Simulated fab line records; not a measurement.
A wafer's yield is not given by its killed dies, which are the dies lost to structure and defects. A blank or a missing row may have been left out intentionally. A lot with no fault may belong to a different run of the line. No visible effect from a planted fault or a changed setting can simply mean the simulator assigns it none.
Chamber matching | flow nand-harc | 4 sister chambers for NHARC_A_CONTACT_CMP_20 on cmp-02
The step polishes, t overpolish 30 s, target thk 300 nm. 8 wafers are shown with their chamber, then 12 later ones without.

== WAFERS WITH THEIR CHAMBER ==
wafer  | chamber | motor-current-A (A) | overpolish-run-s (s)
L083.2 | 2       | 11.5                | 29.997
L084.5 | 3       | 14.2                | 29.999
L084.6 | 0       | 12.1                | 30.014
L085.5 | 0       | 12.7                | 30.003
L085.6 | 1       | 11.4                | 30.015
L087.1 | 3       | 14.7                | 29.987
L087.5 | 1       | 12.3                | 29.997
L087.6 | 2       | 12.1                | 29.995

== WAFERS WHOSE CHAMBER IS MISSING ==
wafer  | motor-current-A (A) | overpolish-run-s (s)
L088.3 | 14.6                | 29.996
L088.5 | 13.2                | 29.991
L088.6 | 14.3                | 30.002
L090.1 | 13.4                | 29.997
L090.2 | 12.2                | 29.999
L090.6 | 11.1                | 29.992
L089.1 | 14.1                | 29.994
L089.3 | 13.3                | 29.996
L089.5 | 12.4                | 30.006
L093.2 | 14.2                | 29.994
L093.5 | 12.8                | 30.012
L093.6 | 13.8                | 30.005

== THE CHAMBER EACH PASSED THROUGH ==
wafer  | from the rows above               | in truth
L088.3 | 3                                 | 3
L088.5 | can't be placed: 0 or 3 or 2 or 1 | 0
L088.6 | 3                                 | 3
L090.1 | can't be placed: 3 or 0 or 2 or 1 | 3
L090.2 | can't be placed: 2 or 1 or 0      | 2
L090.6 | can't be placed: 2 or 1 or 0      | 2
L089.1 | 3                                 | 3
L089.3 | can't be placed: 0 or 3 or 2 or 1 | 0
L089.5 | can't be placed: 0 or 1 or 2      | 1
L093.2 | 3                                 | 3
L093.5 | can't be placed: 0 or 1 or 2      | 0
L093.6 | can't be placed: 3 or 0           | 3
Placed correctly: 4 of 12. Can't be placed from these rows: 8 (the true chamber is among the candidates in 8). Wrongly placed: 0.
How it was worked out, from the rows above alone: a wafer's distance from a chamber is the root of the sum, over the readings, of the square of ((its reading less the chamber's mean) divided by the reading's scatter). If the next closest chamber is less than 2 further off than the closest, the wafer can't be placed; otherwise it belongs to the closest. A chamber's mean is the mean of its shown wafers. How the scatter is found: for the shown wafers, subtract from each reading the mean of its chamber, square and add these, divide the total by (wafers less chambers), then take the root.
